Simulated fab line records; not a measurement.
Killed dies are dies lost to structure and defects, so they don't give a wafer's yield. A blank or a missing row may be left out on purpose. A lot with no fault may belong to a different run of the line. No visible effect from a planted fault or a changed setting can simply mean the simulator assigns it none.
Which tool was responsible? -- flow n5-finfet -- 29 wafers from 10 lots sampled at 6 of the route's 1938 steps

WHAT THE GAUGES READ, wafer by wafer
N5_BEOL_M12_THK_MEAS_50: measures by xrf.
lot,measured,on,M12_THK (nm)
L961,day 10 20:56,film-metro-01,311 309 313
L962,day 11 04:23,film-metro-02,319 318 319
L966,day 12 14:08,film-metro-01,316 315 313
L965,day 12 14:23,film-metro-02,321 322 315
L964,day 12 14:44,film-metro-02,327 328 329
L969,day 12 17:45,film-metro-02,326 320 320
L971,day 13 20:01,film-metro-02,308 313 320
L974,day 14 19:58,film-metro-02,313 322 316
L978,day 15 14:48,film-metro-01,310 312 316
L977,day 15 19:55,film-metro-01,301 313

N5_BEOL_M12_RS_MEAS_54: a four-point-probe measurement.
lot,measured,on,M12_RS (ohm/sq)
L961,day 10 21:05,film-metro-01,0.0601 0.0608 0.0601
L962,day 11 04:31,film-metro-02,0.0597 0.0600 0.0597
L966,day 12 14:17,film-metro-01,0.0594 0.0595 0.0599
L965,day 12 14:31,film-metro-02,0.0595 0.0596 0.0604
L964,day 12 14:54,film-metro-01,0.0594 0.0595 0.0588
L969,day 12 17:53,film-metro-01,0.0591 0.0607 0.0605
L971,day 13 20:08,film-metro-01,0.0623 0.0612 0.0597
L974,day 14 20:05,film-metro-01,0.0610 0.0590 0.0605
L978,day 15 14:55,film-metro-01,0.0609 0.0605 0.0597
L977,day 15 20:02,film-metro-01,0.0633 0.0605

WHAT TOOL EACH LOT RAN ON (gives the tool, then ch and the chambers of the sampled wafers, and finally the start)
lot,N5_BEOL_M12_DESCUM_33,N5_BEOL_M12_SPUTTER_43,N5_BEOL_M12_SPUTTER_44,N5_BEOL_M12_CMP_49
L961,"rie-diel-02 ch 0,2, day 10 15:23","pvd-sputter-02, day 10 19:55","pvd-sputter-02, day 10 20:00","cmp-04 ch 0,1, day 10 20:41"
L962,"rie-diel-02 ch 0,1,2, day 10 23:07","pvd-sputter-03, day 11 03:13","pvd-sputter-03, day 11 03:18","cmp-02 ch 0,1,2, day 11 04:12"
L966,"rie-diel-02 ch 0,2, day 12 10:40","pvd-sputter-03, day 12 13:07","pvd-sputter-03, day 12 13:11","cmp-02 ch 0,1,2, day 12 13:55"
L965,"rie-diel-03 ch 1,2,3, day 12 11:09","pvd-sputter-02, day 12 13:12","pvd-sputter-02, day 12 13:17","cmp-01 ch 1,2,3, day 12 14:11"
L964,"rie-diel-04 ch 2,3, day 12 11:26","pvd-sputter-03, day 12 13:44","pvd-sputter-03, day 12 13:49","cmp-01 ch 1,2, day 12 14:27"
L969,"rie-diel-02 ch 2,3, day 12 15:32","pvd-sputter-02, day 12 16:44","pvd-sputter-02, day 12 16:49","cmp-04 ch 0,1,3, day 12 17:29"
L971,"rie-diel-03 ch 0,1,2, day 13 16:25","pvd-sputter-01, day 13 18:57","pvd-sputter-01, day 13 19:02","cmp-04 ch 0,1,3, day 13 19:43"
L974,"rie-diel-02 ch 1,2,3, day 14 17:49","pvd-sputter-01, day 14 18:57","pvd-sputter-01, day 14 19:02","cmp-04 ch 1,3, day 14 19:43"
L978,"rie-diel-03 ch 0,2,3, day 15 12:20","pvd-sputter-03, day 15 13:47","pvd-sputter-03, day 15 13:52","cmp-01 ch 1,2,3, day 15 14:32"
L977,"rie-diel-02 ch 1,3, day 15 13:26","pvd-sputter-03, day 15 18:53","pvd-sputter-03, day 15 18:58","cmp-01 ch 0,3, day 15 19:44"
- N5_BEOL_M12_DESCUM_33: chemistry O2, time 7.9 s.
- N5_BEOL_M12_SPUTTER_43: material TaN, target thk 15 nm, time 24.19 s.
- N5_BEOL_M12_SPUTTER_44: material Ta, target thk 10 nm, time 16.13 s.
- N5_BEOL_M12_CMP_49: polishes, stops on SiOC, t overpolish 20.6 s, target thk 320 nm.

AS READ BY THE TOOLS THEMSELVES (means over the sampled wafers that have a number; for cases with no such wafer, the mark the record gives instead)
N5_BEOL_M12_DESCUM_33.
lot,tool,drypump-motor-current-A (A),oes-product-au (a.u.),rf-fwd-power-W (W),rf-vpp-V (V),showerhead-plenum-p-Torr (Torr),throttle-valve-pct (%)
L961,rie-diel-02,5.3,0.70,49.32,241.6,2.05,20.59
L962,rie-diel-02,5.6,0.71,49.65,242.7,2.10,20.55
L966,rie-diel-02,5.2,0.90,49.37,242.0,2.10,20.49
L965,rie-diel-03,5.5,0.82,49.28,243.8,2.14,20.27
L964,rie-diel-04,5.9,0.92,49.04,245.5,2.19,20.29
L969,rie-diel-02,5.5,0.81,49.46,243.4,2.10,20.47
L971,rie-diel-03,5.4,0.74,49.17,243.5,2.08,20.26
L974,rie-diel-02,5.7,0.84,49.45,243.9,2.11,20.33
L978,rie-diel-03,5.6,0.76,49.31,243.9,2.12,20.31
L977,rie-diel-02,5.9,0.80,49.56,244.2,2.09,20.24

N5_BEOL_M12_SPUTTER_43.
lot,tool,throttle-valve-pct (%)
L961,pvd-sputter-02,30.2
L962,pvd-sputter-03,29.2
L966,pvd-sputter-03,29.8
L965,pvd-sputter-02,30.4
L964,pvd-sputter-03,29.6
L969,pvd-sputter-02,30.8
L971,pvd-sputter-01,30.7
L974,pvd-sputter-01,30.7
L978,pvd-sputter-03,30.4
L977,pvd-sputter-03,30.1

N5_BEOL_M12_SPUTTER_44.
lot,tool,throttle-valve-pct (%)
L961,pvd-sputter-02,30.1
L962,pvd-sputter-03,29.0
L966,pvd-sputter-03,29.7
L965,pvd-sputter-02,30.6
L964,pvd-sputter-03,29.6
L969,pvd-sputter-02,30.8
L971,pvd-sputter-01,30.6
L974,pvd-sputter-01,30.7
L978,pvd-sputter-03,30.2
L977,pvd-sputter-03,30.2

N5_BEOL_M12_CMP_49.
lot,tool,barrier-field-endpoint-s (s),clearing-platen-rpm (rpm),head-pressure-psi (psi),motor-current-A (A)
L961,cmp-04,31.6,49.985,1.0027,5.8
L962,cmp-02,31.1,50.020,1.0005,6.0
L966,cmp-02,31.4,49.987,0.9993,6.4
L965,cmp-01,30.4,49.985,1.0004,5.6
L964,cmp-01,30.9,50.009,1.0020,5.8
L969,cmp-04,31.5,50.007,1.0003,5.7
L971,cmp-04,30.1,50.003,0.9982,5.6
L974,cmp-04,29.9,50.005,0.9993,5.3
L978,cmp-01,29.1,49.994,1.0006,5.5
L977,cmp-01,36.2,49.998,0.9988,5.3

THE ANSWER, worked out from the rows above alone
Rule: usual is defined by the lots themselves. The widest of any qualifying gaps counts: lots, ordered by their means at a reading, are off when they make up no more than a third of the lots, leave a main group of 4 or more, and stand apart from it by 3 or more times the standard deviation of that group's means. A main group is skipped when, at the precision printed for the reading in the tables above, its means are all equal. Also off: a lot with no number at a reading for which 4 or more lots have one. The other lots that the step has rows for count as sound. After the gauges, taken in route order, come the tools' own readings; for these a lot's mean is taken, as printed above. The first step at which some lot is off is used, and at that step the reading that is off furthest; a lot without a number counts as furthest.
Off at N5_BEOL_M12_CMP_49 (barrier-field-endpoint-s): L977. For the main group the mean is 30.7 s and the standard deviation 0.8.
If a tool, at that step or one of the process steps before it, ran each lot that is off and ran no sound lot following the first of them, it fits. Can't be told from this: 3 tools fit, rie-diel-02 at N5_BEOL_M12_DESCUM_33, pvd-sputter-03 at N5_BEOL_M12_SPUTTER_43 and N5_BEOL_M12_SPUTTER_44, cmp-01 at N5_BEOL_M12_CMP_49.

WHAT HAD BEEN PUT IN BY THE SIMULATOR
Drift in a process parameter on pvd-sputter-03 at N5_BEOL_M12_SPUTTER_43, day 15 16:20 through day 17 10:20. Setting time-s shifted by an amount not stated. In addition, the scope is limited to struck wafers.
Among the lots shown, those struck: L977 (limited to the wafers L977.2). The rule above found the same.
